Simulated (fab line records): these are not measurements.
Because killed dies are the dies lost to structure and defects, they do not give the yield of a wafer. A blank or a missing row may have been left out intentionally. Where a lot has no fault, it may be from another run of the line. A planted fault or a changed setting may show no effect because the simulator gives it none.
The tool behind it: which one? || flow n5 finfet || 72 wafers from 24 lots sampled at 4 of the route's 1938 steps

## WHAT THE GAUGES READ, wafer by wafer
N5_BEOL_M3_RS_MEAS_58: measures by four-point-probe.
{"lot": "L074", "measured": "day 7 08:18", "on": "film metro-02", "M3_RS (ohm/sq)": "0.63 0.68 0.64"}
{"lot": "L075", "measured": "day 7 14:04", "on": "film metro-01", "M3_RS (ohm/sq)": "0.68 0.67 0.67"}
{"lot": "L077", "measured": "day 8 00:20", "on": "film metro-01", "M3_RS (ohm/sq)": "0.69 0.65 0.60"}
{"lot": "L076", "measured": "day 8 04:05", "on": "film metro-02", "M3_RS (ohm/sq)": "0.62 0.65 0.68"}
{"lot": "L078", "measured": "day 9 04:51", "on": "film metro-02", "M3_RS (ohm/sq)": "0.61 0.74 0.69"}
{"lot": "L079", "measured": "day 9 11:20", "on": "film metro-02", "M3_RS (ohm/sq)": "0.69 0.67 0.66"}
{"lot": "L080", "measured": "day 9 18:04", "on": "film metro-02", "M3_RS (ohm/sq)": "0.67 0.65 0.64"}
{"lot": "L081", "measured": "day 9 21:38", "on": "film metro-02", "M3_RS (ohm/sq)": "0.66 0.65 0.63"}
{"lot": "L082", "measured": "day 9 22:59", "on": "film metro-02", "M3_RS (ohm/sq)": "0.65 0.67 0.60"}
{"lot": "L083", "measured": "day 10 06:02", "on": "film metro-02", "M3_RS (ohm/sq)": "0.68 0.63 0.63"}
{"lot": "L084", "measured": "day 10 08:32", "on": "film metro-02", "M3_RS (ohm/sq)": "0.71 0.68 0.68"}
{"lot": "L086", "measured": "day 10 12:14", "on": "film metro-01", "M3_RS (ohm/sq)": "0.62 0.60 0.67"}
{"lot": "L085", "measured": "day 10 14:54", "on": "film metro-01", "M3_RS (ohm/sq)": "0.68 0.64 0.62"}
{"lot": "L088", "measured": "day 11 02:44", "on": "film metro-02", "M3_RS (ohm/sq)": "0.69 0.57 0.58"}
{"lot": "L087", "measured": "day 11 09:10", "on": "film metro-01", "M3_RS (ohm/sq)": "0.68 0.61 0.63"}
{"lot": "L090", "measured": "day 11 17:47", "on": "film metro-01", "M3_RS (ohm/sq)": "0.72 0.67 0.67"}
{"lot": "L089", "measured": "day 12 01:37", "on": "film metro-01", "M3_RS (ohm/sq)": "0.73 0.66 0.70"}
{"lot": "L091", "measured": "day 12 07:10", "on": "film metro-02", "M3_RS (ohm/sq)": "0.64 0.61 0.62"}
{"lot": "L092", "measured": "day 12 09:18", "on": "film metro-01", "M3_RS (ohm/sq)": "0.66 0.70 0.68"}
{"lot": "L093", "measured": "day 12 09:51", "on": "film metro-02", "M3_RS (ohm/sq)": "0.66 0.61 0.64"}
{"lot": "L094", "measured": "day 13 01:29", "on": "film metro-01", "M3_RS (ohm/sq)": "0.72 0.65 0.68"}
{"lot": "L095", "measured": "day 13 13:15", "on": "film metro-01", "M3_RS (ohm/sq)": "0.67 0.61 0.63"}
{"lot": "L096", "measured": "day 13 13:16", "on": "film metro-02", "M3_RS (ohm/sq)": "0.67 0.63 0.69"}
{"lot": "L097", "measured": "day 13 18:48", "on": "film metro-01", "M3_RS (ohm/sq)": "0.66 0.65 0.66"}

N5_BEOL_M4_INSPECT_13: inspects for defects (brightfield).
{"lot": "L074", "measured": "day 7 09:19", "on": "defect inspect-01", "raw defect count": "317 311 319"}
{"lot": "L075", "measured": "day 7 15:37", "on": "defect inspect-01", "raw defect count": "390 363 394"}
{"lot": "L077", "measured": "day 8 01:11", "on": "defect inspect-01", "raw defect count": "309 455 404"}
{"lot": "L076", "measured": "day 8 08:46", "on": "defect inspect-02", "raw defect count": "445 272 333"}
{"lot": "L078", "measured": "day 9 05:59", "on": "defect inspect-01", "raw defect count": "424 346 270"}
{"lot": "L079", "measured": "day 9 12:18", "on": "defect inspect-01", "raw defect count": "819 670 660"}
{"lot": "L080", "measured": "day 9 19:07", "on": "defect inspect-01", "raw defect count": "319 474 328"}
{"lot": "L081", "measured": "day 9 23:14", "on": "defect inspect-02", "raw defect count": "483 524 650"}
{"lot": "L082", "measured": "day 10 00:16", "on": "defect inspect-02", "raw defect count": "563 393 391"}
{"lot": "L083", "measured": "day 10 08:11", "on": "defect inspect-01", "raw defect count": "437 406 414"}
{"lot": "L084", "measured": "day 10 10:57", "on": "defect inspect-02", "raw defect count": "502 404 355"}
{"lot": "L086", "measured": "day 10 14:59", "on": "defect inspect-01", "raw defect count": "384 378 560"}
{"lot": "L085", "measured": "day 10 16:22", "on": "defect inspect-01", "raw defect count": "379 296 405"}
{"lot": "L088", "measured": "day 11 05:41", "on": "defect inspect-02", "raw defect count": "447 365 447"}
{"lot": "L087", "measured": "day 11 12:07", "on": "defect inspect-01", "raw defect count": "504 492 587"}
{"lot": "L090", "measured": "day 11 19:27", "on": "defect inspect-01", "raw defect count": "513 445 610"}
{"lot": "L089", "measured": "day 12 02:56", "on": "defect inspect-02", "raw defect count": "501 330 341"}
{"lot": "L091", "measured": "day 12 11:03", "on": "defect inspect-01", "raw defect count": "480 414 427"}
{"lot": "L092", "measured": "day 12 11:13", "on": "defect inspect-01", "raw defect count": "555 446 466"}
{"lot": "L093", "measured": "day 12 11:25", "on": "defect inspect-01", "raw defect count": "498 363 397"}
{"lot": "L094", "measured": "day 13 02:22", "on": "defect inspect-02", "raw defect count": "448 527 441"}
{"lot": "L095", "measured": "day 13 14:46", "on": "defect inspect-02", "raw defect count": "373 407 291"}
{"lot": "L096", "measured": "day 13 14:55", "on": "defect inspect-02", "raw defect count": "305 388 440"}
{"lot": "L097", "measured": "day 13 21:55", "on": "defect inspect-02", "raw defect count": "402 440 405"}

## WHICH TOOL RAN EACH LOT (tool, then ch and the chambers of the sampled wafers, then the start)
{"lot": "L074", "N5_BEOL_M3_ANNEAL_91": "pvd sputter-01, day 7 06:37", "N5_BEOL_M3_PRE_CLEAN_60": "cvd co-01 ch 0,1, day 7 08:02"}
{"lot": "L075", "N5_BEOL_M3_ANNEAL_91": "pvd sputter-01, day 7 12:26", "N5_BEOL_M3_PRE_CLEAN_60": "cvd co-02 ch 0,1,2, day 7 13:50"}
{"lot": "L077", "N5_BEOL_M3_ANNEAL_91": "pvd sputter-03, day 7 22:35", "N5_BEOL_M3_PRE_CLEAN_60": "cvd co-02 ch 0,1,2, day 8 00:07"}
{"lot": "L076", "N5_BEOL_M3_ANNEAL_91": "pvd sputter-02, day 8 02:31", "N5_BEOL_M3_PRE_CLEAN_60": "cvd co-02 ch 0,1,2, day 8 03:53"}
{"lot": "L078", "N5_BEOL_M3_ANNEAL_91": "pvd sputter-02, day 9 03:13", "N5_BEOL_M3_PRE_CLEAN_60": "cvd co-02 ch 0,1,2, day 9 04:38"}
{"lot": "L079", "N5_BEOL_M3_ANNEAL_91": "pvd sputter-03, day 9 09:41", "N5_BEOL_M3_PRE_CLEAN_60": "cvd co-01 ch 0,1, day 9 11:05"}
{"lot": "L080", "N5_BEOL_M3_ANNEAL_91": "pvd sputter-03, day 9 16:26", "N5_BEOL_M3_PRE_CLEAN_60": "cvd co-01 ch 0,1, day 9 17:50"}
{"lot": "L081", "N5_BEOL_M3_ANNEAL_91": "pvd sputter-02, day 9 20:01", "N5_BEOL_M3_PRE_CLEAN_60": "cvd co-02 ch 1,2, day 9 21:25"}
{"lot": "L082", "N5_BEOL_M3_ANNEAL_91": "pvd sputter-01, day 9 21:21", "N5_BEOL_M3_PRE_CLEAN_60": "cvd co-02 ch 0,1, day 9 22:46"}
{"lot": "L083", "N5_BEOL_M3_ANNEAL_91": "pvd sputter-03, day 10 04:22", "N5_BEOL_M3_PRE_CLEAN_60": "cvd co-01 ch 0,1,2, day 10 05:49"}
{"lot": "L084", "N5_BEOL_M3_ANNEAL_91": "pvd sputter-02, day 10 06:52", "N5_BEOL_M3_PRE_CLEAN_60": "cvd co-01 ch 0,1,2, day 10 08:19"}
{"lot": "L086", "N5_BEOL_M3_ANNEAL_91": "pvd sputter-02, day 10 10:07", "N5_BEOL_M3_PRE_CLEAN_60": "cvd co-01 ch 1,2, day 10 12:01"}
{"lot": "L085", "N5_BEOL_M3_ANNEAL_91": "pvd sputter-01, day 10 13:14", "N5_BEOL_M3_PRE_CLEAN_60": "cvd co-02 ch 0,1, day 10 14:40"}
{"lot": "L088", "N5_BEOL_M3_ANNEAL_91": "pvd sputter-03, day 11 01:07", "N5_BEOL_M3_PRE_CLEAN_60": "cvd co-01 ch 1,2, day 11 02:31"}
{"lot": "L087", "N5_BEOL_M3_ANNEAL_91": "pvd sputter-03, day 11 07:32", "N5_BEOL_M3_PRE_CLEAN_60": "cvd co-02 ch 0,2, day 11 08:56"}
{"lot": "L090", "N5_BEOL_M3_ANNEAL_91": "pvd sputter-03, day 11 16:10", "N5_BEOL_M3_PRE_CLEAN_60": "cvd co-02 ch 0,1,2, day 11 17:34"}
{"lot": "L089", "N5_BEOL_M3_ANNEAL_91": "pvd sputter-02, day 11 23:52", "N5_BEOL_M3_PRE_CLEAN_60": "cvd co-01 ch 0,1,2, day 12 01:16"}
{"lot": "L091", "N5_BEOL_M3_ANNEAL_91": "pvd sputter-03, day 12 05:31", "N5_BEOL_M3_PRE_CLEAN_60": "cvd co-01 ch 0,1,2, day 12 06:56"}
{"lot": "L092", "N5_BEOL_M3_ANNEAL_91": "pvd sputter-01, day 12 07:38", "N5_BEOL_M3_PRE_CLEAN_60": "cvd co-02 ch 1,2, day 12 09:02"}
{"lot": "L093", "N5_BEOL_M3_ANNEAL_91": "pvd sputter-03, day 12 08:14", "N5_BEOL_M3_PRE_CLEAN_60": "cvd co-01 ch 0,1,2, day 12 09:38"}
{"lot": "L094", "N5_BEOL_M3_ANNEAL_91": "pvd sputter-01, day 12 23:52", "N5_BEOL_M3_PRE_CLEAN_60": "cvd co-02 ch 0,2, day 13 01:16"}
{"lot": "L095", "N5_BEOL_M3_ANNEAL_91": "pvd sputter-01, day 13 11:35", "N5_BEOL_M3_PRE_CLEAN_60": "cvd co-02 ch 0,1,2, day 13 13:00"}
{"lot": "L096", "N5_BEOL_M3_ANNEAL_91": "pvd sputter-03, day 13 11:36", "N5_BEOL_M3_PRE_CLEAN_60": "cvd co-01 ch 0,1, day 13 13:00"}
{"lot": "L097", "N5_BEOL_M3_ANNEAL_91": "pvd sputter-02, day 13 17:07", "N5_BEOL_M3_PRE_CLEAN_60": "cvd co-02 ch 1,2, day 13 18:32"}
- N5_BEOL_M3_ANNEAL_91: time 240 s.
- N5_BEOL_M3_PRE_CLEAN_60: time 15 s.

## AS READ BY THE TOOLS THEMSELVES (means over the sampled wafers that have a number; for cases with no such wafer, the mark the record gives instead)
N5_BEOL_M3_ANNEAL_91.
{"lot": "L074", "tool": "pvd sputter-01", "heater power w (W)": 837}
{"lot": "L075", "tool": "pvd sputter-01", "heater power w (W)": 827}
{"lot": "L077", "tool": "pvd sputter-03", "heater power w (W)": 826}
{"lot": "L076", "tool": "pvd sputter-02", "heater power w (W)": 838}
{"lot": "L078", "tool": "pvd sputter-02", "heater power w (W)": 834}
{"lot": "L079", "tool": "pvd sputter-03", "heater power w (W)": 779}
{"lot": "L080", "tool": "pvd sputter-03", "heater power w (W)": 783}
{"lot": "L081", "tool": "pvd sputter-02", "heater power w (W)": 833}
{"lot": "L082", "tool": "pvd sputter-01", "heater power w (W)": 843}
{"lot": "L083", "tool": "pvd sputter-03", "heater power w (W)": 800}
{"lot": "L084", "tool": "pvd sputter-02", "heater power w (W)": 797}
{"lot": "L086", "tool": "pvd sputter-02", "heater power w (W)": 829}
{"lot": "L085", "tool": "pvd sputter-01", "heater power w (W)": 837}
{"lot": "L088", "tool": "pvd sputter-03", "heater power w (W)": 885}
{"lot": "L087", "tool": "pvd sputter-03", "heater power w (W)": 801}
{"lot": "L090", "tool": "pvd sputter-03", "heater power w (W)": 770}
{"lot": "L089", "tool": "pvd sputter-02", "heater power w (W)": 802}
{"lot": "L091", "tool": "pvd sputter-03", "heater power w (W)": 846}
{"lot": "L092", "tool": "pvd sputter-01", "heater power w (W)": 824}
{"lot": "L093", "tool": "pvd sputter-03", "heater power w (W)": 841}
{"lot": "L094", "tool": "pvd sputter-01", "heater power w (W)": 790}
{"lot": "L095", "tool": "pvd sputter-01", "heater power w (W)": 851}
{"lot": "L096", "tool": "pvd sputter-03", "heater power w (W)": 872}
{"lot": "L097", "tool": "pvd sputter-02", "heater power w (W)": 834}

N5_BEOL_M3_PRE_CLEAN_60.
{"lot": "L074", "tool": "cvd co-01", "heater power w (W)": 88}
{"lot": "L075", "tool": "cvd co-02", "heater power w (W)": 71}
{"lot": "L077", "tool": "cvd co-02", "heater power w (W)": 73}
{"lot": "L076", "tool": "cvd co-02", "heater power w (W)": 71}
{"lot": "L078", "tool": "cvd co-02", "heater power w (W)": 72}
{"lot": "L079", "tool": "cvd co-01", "heater power w (W)": 91}
{"lot": "L080", "tool": "cvd co-01", "heater power w (W)": 104}
{"lot": "L081", "tool": "cvd co-02", "heater power w (W)": 55}
{"lot": "L082", "tool": "cvd co-02", "heater power w (W)": 66}
{"lot": "L083", "tool": "cvd co-01", "heater power w (W)": 77}
{"lot": "L084", "tool": "cvd co-01", "heater power w (W)": 80}
{"lot": "L086", "tool": "cvd co-01", "heater power w (W)": 65}
{"lot": "L085", "tool": "cvd co-02", "heater power w (W)": 48}
{"lot": "L088", "tool": "cvd co-01", "heater power w (W)": 65}
{"lot": "L087", "tool": "cvd co-02", "heater power w (W)": 96}
{"lot": "L090", "tool": "cvd co-02", "heater power w (W)": 72}
{"lot": "L089", "tool": "cvd co-01", "heater power w (W)": 79}
{"lot": "L091", "tool": "cvd co-01", "heater power w (W)": 79}
{"lot": "L092", "tool": "cvd co-02", "heater power w (W)": 54}
{"lot": "L093", "tool": "cvd co-01", "heater power w (W)": 81}
{"lot": "L094", "tool": "cvd co-02", "heater power w (W)": 96}
{"lot": "L095", "tool": "cvd co-02", "heater power w (W)": 72}
{"lot": "L096", "tool": "cvd co-01", "heater power w (W)": 89}
{"lot": "L097", "tool": "cvd co-02", "heater power w (W)": 55}

## THE ANSWER, worked out from the rows above alone
Rule: the lots themselves supply what counts as usual. The widest of any qualifying gaps counts: lots, ordered by their means at a reading, are off when they make up no more than a third of the lots, leave a main group of 4 or more, and stand apart from it by 3 or more times the standard deviation of that group's means. A main group is skipped when, at the precision printed for the reading in the tables above, its means are all equal. Also off: a lot with no number at a reading for which 4 or more lots have one. Any other lot the step has rows for is counted as sound. First the gauges in route order, then the tools' own readings, where a lot's mean is used as printed above. At the first step where some lot is off, the reading lying furthest off is the one used; lots without a number count as furthest.
Nothing can be told from this: no lot is off at any reading shown.

## WHAT THE SIMULATOR HAD INSERTED
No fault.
